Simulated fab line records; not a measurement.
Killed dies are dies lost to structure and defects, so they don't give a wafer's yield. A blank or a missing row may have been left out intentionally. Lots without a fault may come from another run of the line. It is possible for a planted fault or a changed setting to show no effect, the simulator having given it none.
Chamber matching || flow n5_finfet || 4 sister chambers for N5_STI_FIN_REVEAL_ALD_14 on ald_sin-01
The step deposits Si3N4, target thk 3 nm. 20 wafers are shown with their chamber, then 10 later ones without.

EACH WAFER AND ITS CHAMBER
{"wafer": "L074.2", "chamber": 0, "heater_power_w (W)": 754}
{"wafer": "L074.3", "chamber": 3, "heater_power_w (W)": 862}
{"wafer": "L074.5", "chamber": 0, "heater_power_w (W)": 780}
{"wafer": "L075.1", "chamber": 0, "heater_power_w (W)": 771}
{"wafer": "L075.3", "chamber": 1, "heater_power_w (W)": 880}
{"wafer": "L075.5", "chamber": 3, "heater_power_w (W)": 872}
{"wafer": "L076.1", "chamber": 0, "heater_power_w (W)": 785}
{"wafer": "L076.4", "chamber": 1, "heater_power_w (W)": 878}
{"wafer": "L076.6", "chamber": 2, "heater_power_w (W)": 1061}
{"wafer": "L078.1", "chamber": 0, "heater_power_w (W)": 778}
{"wafer": "L078.2", "chamber": 2, "heater_power_w (W)": 1070}
{"wafer": "L078.4", "chamber": 1, "heater_power_w (W)": 863}
{"wafer": "L080.2", "chamber": 3, "heater_power_w (W)": 863}
{"wafer": "L080.3", "chamber": 0, "heater_power_w (W)": 776}
{"wafer": "L080.4", "chamber": 1, "heater_power_w (W)": 889}
{"wafer": "L083.1", "chamber": 2, "heater_power_w (W)": 1032}
{"wafer": "L083.2", "chamber": 0, "heater_power_w (W)": 788}
{"wafer": "L083.3", "chamber": 3, "heater_power_w (W)": 865}
{"wafer": "L085.1", "chamber": 0, "heater_power_w (W)": 771}
{"wafer": "L085.4", "chamber": 1, "heater_power_w (W)": 885}

SIGNATURES, as means of the wafers listed above
{"reading": "heater_power_w", "chamber 0": 775.38, "chamber 1": 879.00, "chamber 2": 1054.33, "chamber 3": 865.50, "scatter within a chamber": 11.2}
Rule: a wafer lies at a distance from a chamber equal to the root of the sum of squares, over the readings, of (its reading less the chamber's mean, divided by the reading's scatter). The wafer belongs to the nearest chamber; if the next one is less than 2 further off, it can't be placed. How the scatter is found: for the shown wafers, subtract from each reading the mean of its chamber, square and add these, divide the total by (wafers less chambers), then take the root.

WAFERS WITH NO CHAMBER GIVEN
{"wafer": "L085.5", "heater_power_w (W)": 1020}
{"wafer": "L086.2", "heater_power_w (W)": 749}
{"wafer": "L086.4", "heater_power_w (W)": 882}
{"wafer": "L086.6", "heater_power_w (W)": 894}
{"wafer": "L087.1", "heater_power_w (W)": 887}
{"wafer": "L087.3", "heater_power_w (W)": 1020}
{"wafer": "L087.5", "heater_power_w (W)": 898}
{"wafer": "L092.1", "heater_power_w (W)": 876}
{"wafer": "L092.2", "heater_power_w (W)": 1051}
{"wafer": "L092.5", "heater_power_w (W)": 870}

WHICH CHAMBER EACH ONE RAN IN
{"wafer": "L085.5", "from the rows above": 2, "in truth": 2}
{"wafer": "L086.2", "from the rows above": 0, "in truth": 0}
{"wafer": "L086.4", "from the rows above": "can't be placed: 1 or 3", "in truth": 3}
{"wafer": "L086.6", "from the rows above": "can't be placed: 1 or 3", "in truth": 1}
{"wafer": "L087.1", "from the rows above": "can't be placed: 1 or 3", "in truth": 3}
{"wafer": "L087.3", "from the rows above": 2, "in truth": 2}
{"wafer": "L087.5", "from the rows above": "can't be placed: 1 or 3", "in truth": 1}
{"wafer": "L092.1", "from the rows above": "can't be placed: 1 or 3", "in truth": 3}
{"wafer": "L092.2", "from the rows above": 2, "in truth": 2}
{"wafer": "L092.5", "from the rows above": "can't be placed: 3 or 1", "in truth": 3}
Correct placement for 4 of the 10. Unplaceable from these rows: 6, with the true chamber sitting among the candidates in 6. 0 placed wrongly.
